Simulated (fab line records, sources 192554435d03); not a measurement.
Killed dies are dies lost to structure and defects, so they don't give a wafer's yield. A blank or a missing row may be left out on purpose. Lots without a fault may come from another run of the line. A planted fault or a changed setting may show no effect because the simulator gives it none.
Chamber matching | flow n5_finfet | N5_BEOL_M9_DESCUM_16 on rie_diel-04: 4 sister chambers
The step chemistry O2, time 7.9 s. 8 wafers are shown with their chamber, then 12 later ones without.

WAFERS WITH THEIR CHAMBER
wafer  | chamber | drypump_motor_current_A (A) | throttle_valve_pct (%)
L080.1 | 1       | 6.2                         | 20.8
L083.2 | 3       | 5.0                         | 19.8
L082.2 | 0       | 5.2                         | 20.2
L082.5 | 0       | 5.3                         | 20.2
L082.6 | 2       | 4.9                         | 20.5
L086.4 | 3       | 5.0                         | 19.7
L086.5 | 2       | 4.9                         | 20.5
L086.6 | 1       | 6.2                         | 20.6

WAFERS WITHOUT THEIR CHAMBER
wafer  | drypump_motor_current_A (A) | throttle_valve_pct (%)
L091.1 | 5.0                         | 19.8
L091.2 | 5.2                         | 20.2
L091.3 | 6.2                         | 20.6
L091.4 | 4.9                         | 20.6
L091.5 | 5.3                         | 20.2
L091.6 | 6.2                         | 20.6
L094.2 | 6.2                         | 20.6
L094.5 | 5.0                         | 19.8
L094.6 | 4.9                         | 20.5
L097.1 | 4.9                         | 20.6
L097.2 | 5.3                         | 20.3
L097.5 | 4.9                         | 20.6

WHICH CHAMBER EACH WENT THROUGH
wafer  | from the rows above | in truth
L091.1 | 3                   | 3
L091.2 | 0                   | 0
L091.3 | 1                   | 1
L091.4 | 2                   | 2
L091.5 | 0                   | 0
L091.6 | 1                   | 1
L094.2 | 1                   | 1
L094.5 | 3                   | 3
L094.6 | 2                   | 2
L097.1 | 2                   | 2
L097.2 | 0                   | 0
L097.5 | 2                   | 2
Placed correctly: 12 of 12. Can't be placed from these rows: 0. Placed wrongly: 0.
How it was worked out, from the rows above alone: a wafer's distance from a chamber is the root of the sum, over the readings, of the square of ((its reading less the chamber's mean) divided by the reading's scatter). The wafer belongs to the nearest chamber; if the next one is less than 2 further off, it can't be placed. A chamber's mean is the mean of its shown wafers. The scatter: the root of (the sum of the squares of (reading less its chamber's mean) over the shown wafers, divided by (wafers less chambers)).
